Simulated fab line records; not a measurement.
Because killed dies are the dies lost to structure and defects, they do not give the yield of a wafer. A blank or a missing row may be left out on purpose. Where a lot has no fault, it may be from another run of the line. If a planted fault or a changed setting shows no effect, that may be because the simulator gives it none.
fab line records / flow nandHarc
record lots=5 wafers=15 lastDay=30
route steps=1302 shown P_CONTACT@242 P_M0@253 END@1302
lots that met no fault: from a run of the same line without faults
startH: hours from the record's opening day to when the first of the lot's shown wafers began / waitH: hours from the lot's prior step to this one / " unchanged from the row above / L1.1+2: a single row standing in for several wafers / - no value, or no start given / * or withheld: withheld / < > ~ a bound
route shown NAME@n: names a module that has steps shown in the file, with the first one's number in the route / usual: mean and standard deviation over wafers with no fault / same: alike in all rows / chamber/n: place in a boat / sites: per-site readings / _std_site: standard deviation of those values / _edge_site: the outer-site mean with the inner-site mean subtracted / radiusMm: how far each site lies from the wafer's centre / mask NAME#n: copy n / behind: the most recent tool/chamber to have shaped the wafer / hold: why the lot went on hold/how many hours it stayed there/how the hold came to an end / device: which transistor (n, p or np) failed to switch / end of line: tests run on the same wafers once the route is complete / a step without rows: its recipe alone / killed: dies that structure and defects cost at the first sort, which is not the same as the wafer's yield / map: a wafer's dies, marking killed ones x, the rest . and places with no die _
set.NAME: the run value of the setting; set.NAME@STEP: its run value at that earlier step / model.NAME: the simulator's own value behind a step, which no gauge read
certain route steps with their lots: each step a table, each wafer a row
services: a tool's chamber out of use, with start hour (startH, from the record's first day; less than 0 if before it), hours out, and reason
## steps
# step NHARC_P_CONTACT_STRIP_28
# recipe o2FlowSccm=500 arFlowSccm=0 biasW=0 chemistry=O2
# step NHARC_P_CONTACT_STRIP_29
# recipe timeS=1200 tempC=72.5 chemistry=postEtchResidueRemover
# step NHARC_P_CONTACT_DEGAS_38
# recipe tempC=300 timeS=60
# step NHARC_P_CONTACT_PRE_CLEAN_39
# recipe timeS=19.5 biasV=250 gas=Ar
# step NHARC_P_CONTACT_PVD_32
# recipe targetThkA=50 chamberPressurePa=5 powerW=5000 substrateTempC=200 timeS=17.7 material=Ti
# step NHARC_P_CONTACT_ALD_22
# recipe targetThkA=30 pulseTimeS=1 aldCycles=150 tempC=450 material=TiN
# step NHARC_P_CONTACT_CVD_23
# recipe targetThkA=2000 tempC=300 pressureTorr=40 wf6FlowSccm=40 h2FlowSccm=1600 arFlowSccm=1560 timeS=557 material=W
# step NHARC_P_CONTACT_CMP_24
# recipe tOverpolishS=30 targetThkNm=200
# step NHARC_P_CONTACT_SRD_26
# step NHARC_P_M0_DEP_00
# recipe targetThkA=1500 targetThkNm=150 tempC=withheld pressureTorr=5 flowSccm=200 rfW=600 material=SiOC
lot.wafer=L625.2+1+4 tool=pecvd-02 chamber=2,0,0 startH=130.09 waitH=0.1
lot.wafer=L626.1+4+5 tool=pecvd-02 chamber=1,2,0 startH=132.42 waitH=0.1
lot.wafer=L637.1+4+6 tool=pecvd-01 chamber=2,0,1 startH=237.14 waitH=0.1
lot.wafer=L638.3+1+6 tool=pecvd-01 chamber=0,2,2 startH=248.01 waitH=0.1
lot.wafer=L639.3+4+5 tool=pecvd-01 chamber=2,0,2 startH=265.62 waitH=0.2
# step NHARC_P_M0_DEHYDRATE_01
# recipe tempC=150 timeS=120
# step NHARC_P_M0_HMDS_02
# recipe timeS=30
# step NHARC_P_M0_COAT_33
# recipe tempC=200 timeS=65
# step NHARC_P_M0_COAT_03
# recipe spinRpm=1500 resistThkNm=90
# step NHARC_P_M0_SOFTBAKE_04
# recipe tempC=105 timeS=55
# step NHARC_P_M0_EBR_05
# step NHARC_P_M0_EXPOSE_06
# recipe na=1.35 targetCdNm=90 doseMj=81.28 maskId=P_M0
# step NHARC_P_M0_PEB_07
# recipe pebTempC=100 pebTimeS=65
# step NHARC_P_M0_DEVELOP_08
# recipe developTimeS=35 devTempC=23
# step NHARC_P_M0_DESCUM_14
# recipe timeS=3 o2FlowSccm=200 arFlowSccm=0 biasPowerW=0 chemistry=O2
# step NHARC_P_M0_ETCH_34
# recipe targetDepthA=400 overetchA=120 timeS=43.94 ionEnergyEv=200 n2FlowSccm=150 h2FlowSccm=150 arFlowSccm=0 rfW=400 biasW=150 chemistry=N2/H2
# step NHARC_P_M0_ETCH_15
# recipe targetDepthA=1500 overetchA=150 timeS=82.5 c4f8FlowSccm=withheld arFlowSccm=400 rfW=600 biasW=300 chemistry=C4F8/Ar
# step NHARC_P_M0_STRIP_18
# recipe powerW=1000 n2FlowSccm=150 h2FlowSccm=150 arFlowSccm=0 biasW=0 chemistry=N2/H2
# step NHARC_P_M0_STRIP_19
# recipe timeS=600 tempC=30 chemistry=postEtchResidueRemover
# step NHARC_P_M0_DEGAS_28
# recipe tempC=250 timeS=60
# step NHARC_P_M0_PRE_CLEAN_29
# recipe timeS=30 tempC=280 gas=H2/He
# step NHARC_P_M0_PVD_20
# recipe targetThkA=50 biasV=168.6 powerW=15000 chamberPressurePa=0.12 timeS=8.06 substrateTempC=50 material=TaN
# step NHARC_P_M0_PVD_21
# recipe targetThkA=300 chamberPressurePa=5 powerW=5000 substrateTempC=30 timeS=20.49 material=Cu
# step NHARC_P_M0_ECD_22
# recipe targetThkA=4000 bathTempC=25 material=Cu
# step NHARC_P_M0_ANNEAL_30
# recipe tempC=225 timeS=90
# step NHARC_P_M0_CMP_23
# recipe tOverpolishS=20 targetThkNm=117.54
# step NHARC_P_M0_SRD_25
# step NHARC_END_SORT_01
# recipe tempC=25
# usual defectLimitedYield=92.5/2.5 killedAtArray=46/16 killedAtOther=0.9/1.3 killedAtPeriphery=4.1/3 killedDies=51/17 killedOpen=3.5/1.8 killedShort=2.5/1.8 sort_bin_2_pct=2.6/1.1 sort_bin_3_pct=0.6/0.37 sort_bin_4_pct=4.4/1.4 sortNPass=626/17 sortRimYieldPct=88/4.6 sortYieldPct=92.5/2.5
# same grossDies=677 sort_bin_5_pct[%]=0 sort_bin_6_pct[%]=0 sort_bin_7_pct[%]=0 sort_bin_8_pct[%]=0 sortRimNGross=106.00
lot.wafer=L625.1 tool=prober-02 chamber=0 startH=580.01 waitH=2.5 defectLimitedYield[%]=96.8 killedAtArray=16 killedAtOther=2 killedAtPeriphery=4 killedDies=22 killedOpen=1 killedShort=4 sort_bin_2_pct[%]=1.0 sort_bin_3_pct[%]=0.4 sort_bin_4_pct[%]=1.8 sortNPass=655 sortRimYieldPct[%]=93 sortYieldPct[%]=96.8
lot.wafer=L625.2 tool=prober-02 chamber=0 startH=580.80 waitH=2.8 defectLimitedYield[%]=95.0 killedAtArray=20 killedAtOther=1 killedAtPeriphery=13 killedDies=34 killedOpen=1 killedShort=3 sort_bin_2_pct[%]=1.5 sort_bin_3_pct[%]=0.3 sort_bin_4_pct[%]=3.2 sortNPass=643 sortRimYieldPct[%]=95 sortYieldPct[%]=95.0
lot.wafer=L625.4 tool=prober-02 chamber=0 startH=582.40 waitH=3.4 defectLimitedYield[%]=96.2 killedAtArray=16 killedAtOther=0 killedAtPeriphery=10 killedDies=26 killedOpen=5 killedShort=2 sort_bin_2_pct[%]=1.5 sort_bin_3_pct[%]=0.1 sort_bin_4_pct[%]=2.2 sortNPass=651 sortRimYieldPct[%]=94 sortYieldPct[%]=96.2
lot.wafer=L638.1 tool=prober-02 chamber=0 startH=678.92 waitH=2.5 defectLimitedYield[%]=95.7 killedAtArray=28 killedAtOther=0 killedAtPeriphery=1 killedDies=29 killedOpen=4 killedShort=4 sort_bin_2_pct[%]=0.7 sort_bin_3_pct[%]=0.1 sort_bin_4_pct[%]=3.4 sortNPass=648 sortRimYieldPct[%]=91 sortYieldPct[%]=95.7
lot.wafer=L638.3 tool=prober-02 chamber=0 startH=680.53 waitH=3.1 defectLimitedYield[%]=96.2 killedAtArray=20 killedAtOther=0 killedAtPeriphery=6 killedDies=26 killedOpen=6 killedShort=3 sort_bin_2_pct[%]=1.2 sort_bin_3_pct[%]=0 sort_bin_4_pct[%]=2.7 sortNPass=651 sortRimYieldPct[%]=96 sortYieldPct[%]=96.2
lot.wafer=L638.6 tool=prober-02 chamber=0 startH=682.93 waitH=4.0 defectLimitedYield[%]=0 killedAtArray=24 killedAtOther=0 killedAtPeriphery=653 killedDies=677 killedOpen=4 killedShort=1 sort_bin_2_pct[%]=96.9 sort_bin_3_pct[%]=0.3 sort_bin_4_pct[%]=2.8 sortNPass=0 sortRimYieldPct[%]=0 sortYieldPct[%]=0
lot.wafer=L637.4 tool=prober-01 chamber=0 startH=692.27 waitH=3.4 defectLimitedYield[%]=0 killedAtArray=32 killedAtOther=2 killedAtPeriphery=643 killedDies=677 killedOpen=4 killedShort=1 sort_bin_2_pct[%]=96.5 sort_bin_3_pct[%]=0.3 sort_bin_4_pct[%]=3.2 sortNPass=0 sortRimYieldPct[%]=0 sortYieldPct[%]=0
lot.wafer=L637.6 tool=prober-01 chamber=0 startH=693.86 waitH=4.0 defectLimitedYield[%]=0 killedAtArray=34 killedAtOther=2 killedAtPeriphery=641 killedDies=677 killedOpen=8 killedShort=4 sort_bin_2_pct[%]=96.3 sort_bin_3_pct[%]=0.6 sort_bin_4_pct[%]=3.1 sortNPass=0 sortRimYieldPct[%]=0 sortYieldPct[%]=0
lot.wafer=L639.4 tool=prober-02 chamber=0 startH=708.09 waitH=3.4 defectLimitedYield[%]=0.1 killedAtArray=37 killedAtOther=1 killedAtPeriphery=638 killedDies=676 killedOpen=2 killedShort=3 sort_bin_2_pct[%]=96.8 sort_bin_3_pct[%]=0.4 sort_bin_4_pct[%]=2.7 sortNPass=1 sortRimYieldPct[%]=0 sortYieldPct[%]=0.1
# killed by level:class
L625.1 A_CHANNEL_HOLE_D2:chamberFilmFlake=5 P_BONDPAD:chamberFilmFlake=3 A_ONON_D1:geometricParticle:short=2 A_STAIRCASE:chamberFilmFlake=2 A_CONTACT:chamberFilmFlake=2 THIN_TSV:chamberFilmFlake=2 A_ONON_D2:geometricParticle:open=1 A_CHANNEL_HOLE_D2:geometricParticle:short=1
L625.2 A_CHANNEL_HOLE_D2:chamberFilmFlake=7 P_M1:chamberFilmFlake=7 A_CHANNEL_FILL_D1:chamberFilmFlake=3 A_STAIRCASE:chamberFilmFlake=3 P_STI:chamberFilmFlake=2 P_BONDPAD:chamberFilmFlake=2 A_DECK1_JOINT:geometricParticle:short=1 A_ONON_D2:geometricParticle:open=1
L625.4 P_M1:chamberFilmFlake=4 P_BONDPAD:chamberFilmFlake=4 A_CHANNEL_HOLE_D2:chamberFilmFlake=4 A_STAIRCASE:chamberFilmFlake=2 A_WL_FILL:chamberFilmFlake=2 A_CONTACT:chamberFilmFlake=2 P_CONTACT:geometricParticle:open=1 P_M1:geometricParticle:open=1
L638.1 A_CHANNEL_HOLE_D1:chamberFilmFlake=8 A_DECK1_JOINT:chamberFilmFlake=4 A_CONTACT:chamberFilmFlake=4 A_SLIT:chamberFilmFlake=3 A_CHANNEL_FILL_D2:geometricParticle:short=2 A_CONTACT:geometricParticle:open=2 A_CHANNEL_FILL_D1:geometricParticle:short=1 A_ONON_D2:geometricParticle:short=1
L638.3 A_CHANNEL_HOLE_D1:chamberFilmFlake=8 P_M1:chamberFilmFlake=2 A_CONTACT:chamberFilmFlake=2 P_M0:geometricParticle:short=1 P_M0:geometricParticle:open=1 A_ONON_D1:geometricParticle:short=1 A_ONON_D1:geometricParticle:open=1 A_ONON_D2:geometricParticle:open=1
L638.6 P_M0:areaDep=647 A_CHANNEL_HOLE_D1:chamberFilmFlake=17 A_CONTACT:chamberFilmFlake=4 P_M1:chamberFilmFlake=2 P_M0:geometricParticle:open=1 P_M2:geometricParticle:short=1 P_M2:geometricParticle:open=1 A_CHANNEL_HOLE_D1:geometricParticle:open=1
L637.4 P_M0:areaDep=636 A_CHANNEL_HOLE_D2:chamberFilmFlake=12 P_M1:chamberFilmFlake=4 A_CHANNEL_HOLE_D1:chamberFilmFlake=4 A_M1:chamberFilmFlake=4 A_STAIRCASE:chamberFilmFlake=2 A_WL_FILL:chamberFilmFlake=2 A_CONTACT:chamberFilmFlake=2
L637.6 P_M0:areaDep=633 A_CHANNEL_HOLE_D2:chamberFilmFlake=15 A_CHANNEL_HOLE_D1:chamberFilmFlake=8 P_M0:geometricParticle:open=4 P_M1:chamberFilmFlake=2 A_SLIT:chamberFilmFlake=2 A_WL_FILL:chamberFilmFlake=2 A_M1:chamberFilmFlake=2
L639.4 P_M0:areaDep=636 A_SLIT:chamberFilmFlake=18 A_CHANNEL_HOLE_D1:chamberFilmFlake=8 A_CONTACT:chamberFilmFlake=5 A_SGD_CUT:geometricParticle:open=2 P_M1:geometricParticle:short=1 A_DECK1_JOINT:geometricParticle:short=1 A_CHANNEL_HOLE_D2:geometricParticle:short=1
# map L637.4 (x killed, . not)
____________x____________
_________xxxxxxx_________
_______xxxxxxxxxxx_______
______xxxxxxxxxxxxx______
_____xxxxxxxxxxxxxxx_____
____xxxxxxxxxxxxxxxxx____
____xxxxxxxxxxxxxxxxx____
___xxxxxxxxxxxxxxxxxxx___
___xxxxxxxxxxxxxxxxxxx___
__xxxxxxxxxxxxxxxxxxxxx__
__xxxxxxxxxxxxxxxxxxxxx__
_xxxxxxxxxxxxxxxxxxxxxxx_
_xxxxxxxxxxxxxxxxxxxxxxx_
_xxxxxxxxxxxxxxxxxxxxxxx_
_xxxxxxxxxxxxxxxxxxxxxxx_
_xxxxxxxxxxxxxxxxxxxxxxx_
xxxxxxxxxxxxxxxxxxxxxxxxx
xxxxxxxxxxxxxxxxxxxxxxxxx
xxxxxxxxxxxxxxxxxxxxxxxxx
xxxxxxxxxxxxxxxxxxxxxxxxx
xxxxxxxxxxxxxxxxxxxxxxxxx
_xxxxxxxxxxxxxxxxxxxxxxx_
_xxxxxxxxxxxxxxxxxxxxxxx_
_xxxxxxxxxxxxxxxxxxxxxxx_
_xxxxxxxxxxxxxxxxxxxxxxx_
_xxxxxxxxxxxxxxxxxxxxxxx_
__xxxxxxxxxxxxxxxxxxxxx__
__xxxxxxxxxxxxxxxxxxxxx__
___xxxxxxxxxxxxxxxxxxx___
___xxxxxxxxxxxxxxxxxxx___
____xxxxxxxxxxxxxxxxx____
____xxxxxxxxxxxxxxxxx____
_____xxxxxxxxxxxxxxx_____
______xxxxxxxxxxxxx______
_______xxxxxxxxxxx_______
_________xxxxxxx_________
____________x____________
# map L638.6 (x killed, . not)
____________x____________
_________xxxxxxx_________
_______xxxxxxxxxxx_______
______xxxxxxxxxxxxx______
_____xxxxxxxxxxxxxxx_____
____xxxxxxxxxxxxxxxxx____
____xxxxxxxxxxxxxxxxx____
___xxxxxxxxxxxxxxxxxxx___
___xxxxxxxxxxxxxxxxxxx___
__xxxxxxxxxxxxxxxxxxxxx__
__xxxxxxxxxxxxxxxxxxxxx__
_xxxxxxxxxxxxxxxxxxxxxxx_
_xxxxxxxxxxxxxxxxxxxxxxx_
_xxxxxxxxxxxxxxxxxxxxxxx_
_xxxxxxxxxxxxxxxxxxxxxxx_
_xxxxxxxxxxxxxxxxxxxxxxx_
xxxxxxxxxxxxxxxxxxxxxxxxx
xxxxxxxxxxxxxxxxxxxxxxxxx
xxxxxxxxxxxxxxxxxxxxxxxxx
xxxxxxxxxxxxxxxxxxxxxxxxx
xxxxxxxxxxxxxxxxxxxxxxxxx
_xxxxxxxxxxxxxxxxxxxxxxx_
_xxxxxxxxxxxxxxxxxxxxxxx_
_xxxxxxxxxxxxxxxxxxxxxxx_
_xxxxxxxxxxxxxxxxxxxxxxx_
_xxxxxxxxxxxxxxxxxxxxxxx_
__xxxxxxxxxxxxxxxxxxxxx__
__xxxxxxxxxxxxxxxxxxxxx__
___xxxxxxxxxxxxxxxxxxx___
___xxxxxxxxxxxxxxxxxxx___
____xxxxxxxxxxxxxxxxx____
____xxxxxxxxxxxxxxxxx____
_____xxxxxxxxxxxxxxx_____
______xxxxxxxxxxxxx______
_______xxxxxxxxxxx_______
_________xxxxxxx_________
____________x____________
## services
tool=pecvd-02 chamber=- startH=113.86 hours=0.3 kind=repair
tool=pecvd-01 chamber=- startH=130.18 hours=13.0 kind=pm
tool=pecvd-01 chamber=0 startH=130.18 hours=13.0 kind=ventCycle
tool=pecvd-01 chamber=1 startH=130.18 hours=13.0 kind=ventCycle
tool=pecvd-01 chamber=2 startH=130.18 hours=13.0 kind=ventCycle
tool=pecvd-01 chamber=0 startH=143.18 hours=- kind=clean
tool=pecvd-01 chamber=1 startH=143.18 hours=- kind=clean
tool=pecvd-01 chamber=2 startH=143.18 hours=- kind=clean
tool=pecvd-02 chamber=- startH=227.14 hours=13.0 kind=pm
tool=pecvd-02 chamber=0 startH=227.14 hours=13.0 kind=ventCycle
tool=pecvd-02 chamber=1 startH=227.14 hours=13.0 kind=ventCycle
tool=pecvd-02 chamber=2 startH=227.14 hours=13.0 kind=ventCycle
tool=pecvd-02 chamber=0 startH=240.14 hours=- kind=clean
tool=pecvd-02 chamber=1 startH=240.14 hours=- kind=clean
tool=pecvd-02 chamber=2 startH=240.14 hours=- kind=clean
tool=pecvd-02 chamber=1 startH=254.12 hours=22.1 kind=repair
tool=pecvd-01 chamber=1 startH=263.91 hours=3.4 kind=repair
## key
firstSign step=NHARC_END_SORT_01 reading=killedAtPeriphery direction=up sigmas=99+ usual=4.1 struck=643.8
effect step=NHARC_END_SORT_01 reading=sort_bin_2_pct direction=up sigmas=87 usual=2.6 struck=96.6
moreKillsBornAt NHARC_P_M0_DEP_00@pecvd-01=2552
metAt NHARC_P_M0_DEP_00
struckWafers L637.4,L637.6,L638.6,L639.4
laterRowsLeftOut L637.4,L637.6,L638.6,L639.4
fault kind=processParameterDrift tool=pecvd-01 chamber=- onsetH=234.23 steps=NHARC_P_M0_DEP_00 channel=targetThkA offset=* shape=step endH=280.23 scope=struckWafersOnly actsIn=* stated=*
# laterRowsLeftOut: the simulator's readings of these wafers behind a module that went badly wrong aren't trusted and aren't shown, but for the sort
